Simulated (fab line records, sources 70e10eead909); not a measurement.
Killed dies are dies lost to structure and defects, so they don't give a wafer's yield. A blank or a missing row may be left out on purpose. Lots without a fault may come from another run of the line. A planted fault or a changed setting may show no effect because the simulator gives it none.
Which tool did it? | flow nand_harc | 6 lots, 18 wafers sampled, at 5 steps of a route of 1302

WHAT THE GAUGES READ, wafer by wafer
NHARC_END_SORT_01.
lot  | measured     | on        | killed_at_array
L756 | day 31 12:51 | prober-02 | 674 53 46

WHICH TOOL RAN EACH LOT (tool, then ch and the chambers of the sampled wafers, then the start)
lot  | NHARC_A_STAIRCASE_STRIP_171          | NHARC_A_STAIRCASE_TRIM_12          | NHARC_A_STAIRCASE_ETCH_13          | NHARC_A_STAIRCASE_ETCH_25
L739 | plasma_asher-02 ch 0,1, day 16 04:57 | rie_diel-13 ch 0,1,2, day 16 07:07 | rie_diel-13 ch 0,1,2, day 16 07:39 | rie_diel-03 ch 1,2,3, no start
L743 | plasma_asher-02 ch 0,1, day 18 05:06 | rie_diel-03 ch 0,3, day 18 06:39   | rie_diel-03 ch 1,2, day 18 06:49   | rie_diel-03 ch 0,3, no start
L746 | plasma_asher-01 ch 0,1, day 18 19:31 | rie_diel-13 ch 1,2,3, day 18 21:09 | rie_diel-13 ch 2,3, day 18 21:27   | rie_diel-13 ch 2,3, no start
L750 | plasma_asher-02 ch 0, day 20 10:34   | rie_diel-03 ch 0,2, day 20 11:59   | rie_diel-03 ch 0,1,3, day 20 12:09 | rie_diel-13 ch 1,2,3, no start
L755 | plasma_asher-01 ch 0,1, day 22 07:07 | rie_diel-03 ch 1,3, day 22 08:44   | rie_diel-03 ch 1,2,3, day 22 08:55 | rie_diel-03 ch 1,3, no start
L756 | plasma_asher-01 ch 0,1, day 22 19:59 | rie_diel-03 ch 2,3, day 22 21:31   | rie_diel-03 ch 0,2, day 22 21:44   | rie_diel-12 ch 1,2,3, day 31 12:51 or earlier
- NHARC_A_STAIRCASE_STRIP_171: strips in O2.
- NHARC_A_STAIRCASE_TRIM_12: chemistry O2, time 211.2 s.
- NHARC_A_STAIRCASE_ETCH_13: etches the open film in C4F8/O2, target depth 100 nm, time 40.5 s.
- NHARC_A_STAIRCASE_ETCH_25: etches the open film in C4F8/O2, target depth 100 nm, time 40.5 s.

THE ANSWER, worked out from the rows above alone
Rule: what is usual is taken from the lots themselves. Put in order of their means at a reading, lots are off if they are a third of the lots or fewer, leave a main group of 4 or more, and stand apart from it by a gap of 3 or more times the standard deviation of the main group's means; of several such gaps the widest counts. A main group whose means are all the same, to the digits that the tables above print for the reading, isn't used. A lot without any number at a reading at which 4 lots or more have one is off too. The other lots that the step has rows for count as sound.
No lot is off at any reading shown: from this, nothing can be told.

WHAT THE SIMULATOR HAD PUT IN
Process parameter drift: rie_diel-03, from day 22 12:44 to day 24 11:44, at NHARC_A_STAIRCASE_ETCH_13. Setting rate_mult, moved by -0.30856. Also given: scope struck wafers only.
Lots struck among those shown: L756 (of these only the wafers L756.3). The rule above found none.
